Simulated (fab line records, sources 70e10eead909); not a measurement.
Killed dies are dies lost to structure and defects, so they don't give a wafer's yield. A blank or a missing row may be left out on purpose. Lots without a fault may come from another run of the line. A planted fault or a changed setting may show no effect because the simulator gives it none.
Chamber matching | flow nand_harc | NHARC_A_BLC_CMP_25 on cmp-02: 4 sister chambers
The step polishes, t overpolish 30 s, target thk 150 nm. 8 wafers are shown with their chamber, then 11 later ones without.

WAFERS WITH THEIR CHAMBER
wafer  | chamber | motor_current_A (A) | time_to_endpoint_s (s)
L596.4 | 3       | 11.1                | 29.7
L599.6 | 2       | 10.6                | 34.1
L601.5 | 1       | 12.3                | 33.0
L601.6 | 0       | 13.2                | 26.0
L608.1 | 3       | 10.9                | 29.8
L608.2 | 2       | 11.1                | 31.3
L608.3 | 0       | 12.6                | 28.2
L610.1 | 1       | 12.6                | 30.3

WAFERS WITHOUT THEIR CHAMBER
wafer  | motor_current_A (A) | time_to_endpoint_s (s)
L610.2 | 10.7                | 28.7
L610.4 | 12.1                | 27.6
L609.4 | 11.4                | 31.0
L609.5 | 10.4                | 35.4
L609.6 | 12.1                | 29.9
L611.3 | 12.5                | 30.0
L611.4 | 12.9                | 32.2
L611.5 | 12.2                | 28.5
L612.4 | 11.1                | 29.9
L612.5 | 11.2                | 32.0
L612.6 | 12.8                | 31.4

WHICH CHAMBER EACH WENT THROUGH
wafer  | from the rows above          | in truth
L610.2 | can't be placed: 3 or 2      | 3
L610.4 | can't be placed: 0 or 1 or 3 | 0
L609.4 | can't be placed: 3 or 2 or 1 | 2
L609.5 | can't be placed: 2 or 3      | 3
L609.6 | can't be placed: 1 or 0      | 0
L611.3 | can't be placed: 1 or 0      | 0
L611.4 | can't be placed: 1 or 0      | 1
L611.5 | can't be placed: 1 or 0 or 3 | 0
L612.4 | can't be placed: 3 or 2      | 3
L612.5 | can't be placed: 2 or 3      | 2
L612.6 | can't be placed: 1 or 0      | 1
Placed correctly: 0 of 11. Can't be placed from these rows: 11 (the true chamber is among the candidates in 11). Placed wrongly: 0.
How it was worked out, from the rows above alone: a wafer's distance from a chamber is the root of the sum, over the readings, of the square of ((its reading less the chamber's mean) divided by the reading's scatter). The wafer belongs to the nearest chamber; if the next one is less than 2 further off, it can't be placed. A chamber's mean is the mean of its shown wafers. The scatter: the root of (the sum of the squares of (reading less its chamber's mean) over the shown wafers, divided by (wafers less chambers)).
